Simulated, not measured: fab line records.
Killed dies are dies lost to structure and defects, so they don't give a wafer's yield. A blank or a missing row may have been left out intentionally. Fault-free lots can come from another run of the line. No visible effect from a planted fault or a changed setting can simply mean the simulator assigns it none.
Chamber matching | flow nand_harc | NHARC_A_CONTACT_DESCUM_13 on rie_diel-06 has 4 sister chambers
The step chemistry O2, time 3 s. 8 wafers are shown with their chamber, then 10 later ones without.

## EACH WAFER AND ITS CHAMBER
wafer  | chamber | showerhead_plenum_p_Torr (Torr) | drypump_motor_current_A (A)
L077.5 | 1       | 2.07                            | 5.9
L078.1 | 3       | 1.82                            | 5.4
L078.2 | 2       | 1.81                            | 5.3
L083.2 | 0       | 1.96                            | 6.5
L083.4 | 2       | 1.81                            | 5.3
L083.5 | 0       | 1.96                            | 6.5
L082.1 | 1       | 2.06                            | 5.9
L082.2 | 3       | 1.82                            | 5.3

## WAFERS WHOSE CHAMBER IS MISSING
wafer  | showerhead_plenum_p_Torr (Torr) | drypump_motor_current_A (A)
L082.5 | 1.82                            | 5.4
L087.3 | 1.81                            | 5.4
L087.4 | 1.95                            | 6.5
L087.6 | 2.06                            | 5.9
L091.3 | 2.06                            | 6.0
L091.4 | 1.80                            | 5.3
L091.6 | 1.81                            | 5.4
L092.4 | 1.95                            | 6.5
L092.5 | 2.05                            | 5.9
L092.6 | 1.80                            | 5.3

## CHAMBER TAKEN BY EACH
wafer  | from the rows above     | in truth
L082.5 | 3                       | 3
L087.3 | can't be placed: 2 or 3 | 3
L087.4 | 0                       | 0
L087.6 | 1                       | 1
L091.3 | 1                       | 1
L091.4 | 2                       | 2
L091.6 | can't be placed: 2 or 3 | 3
L092.4 | 0                       | 0
L092.5 | 1                       | 1
L092.6 | 2                       | 2
Placed correctly: 8 of 10. Cannot be placed on the basis of these rows: 2; the candidates contain the true chamber in 2. Number placed wrongly: 0.
How it was worked out, from the rows above alone: a wafer's distance from a chamber is the root of the sum, over the readings, of the square of ((its reading less the chamber's mean) divided by the reading's scatter). The wafer belongs to the nearest chamber; if the next one is less than 2 further off, it can't be placed. Each chamber's mean is taken over the wafers shown for it. The scatter is the square root of a quotient: the sum, over the shown wafers, of each reading's squared deviation from its chamber's mean, divided by wafers minus chambers.
